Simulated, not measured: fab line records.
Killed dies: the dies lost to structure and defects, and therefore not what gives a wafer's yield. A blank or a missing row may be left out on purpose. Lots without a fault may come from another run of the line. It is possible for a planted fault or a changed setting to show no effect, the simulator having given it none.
Chamber matching    flow n5 finfet    N5_MOL_CONTACT_COAG_CONTACT_ETCH_14 on rie diel-02 has 4 sister chambers
The step etches SiO2 in C4F6/O2, target depth 27.5 nm, overetch 8.5 nm, time 20 s. 4 wafers are shown with their chamber, then 8 later ones without.

EACH WAFER AND ITS CHAMBER
wafer   chamber  drypump motor current A (A)
L082.6  0        5.9
L087.5  1        5.8
L087.6  2        6.7
L089.1  3        5.4

WAFERS WITH NO CHAMBER GIVEN
wafer   drypump motor current A (A)
L089.4  5.4
L089.6  6.8
L091.2  5.8
L091.3  6.7
L091.6  6.7
L094.1  6.8
L094.2  5.9
L094.4  6.8

WHICH CHAMBER EACH ONE RAN IN
wafer   from the rows above      in truth
L089.4  3                        3
L089.6  2                        2
L091.2  can't be placed: 1 or 0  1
L091.3  2                        2
L091.6  2                        2
L094.1  2                        2
L094.2  can't be placed: 0 or 1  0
L094.4  2                        2
Correctly placed: 6 of 8. Not placeable from these rows: 2 (in 2, the candidates include the true chamber). Number placed wrongly: 0.
How it was worked out, from the rows above alone: a wafer's distance from a chamber is the root of the sum, over the readings, of the square of ((its reading less the chamber's mean) divided by the reading's scatter). The wafer belongs to the nearest chamber; if the next one is less than 2 further off, it can't be placed. A chamber's mean is the mean of its shown wafers. The scatter: root of mean squared gap, hidden wafer to nearest shown wafer, with one shown wafer a chamber.
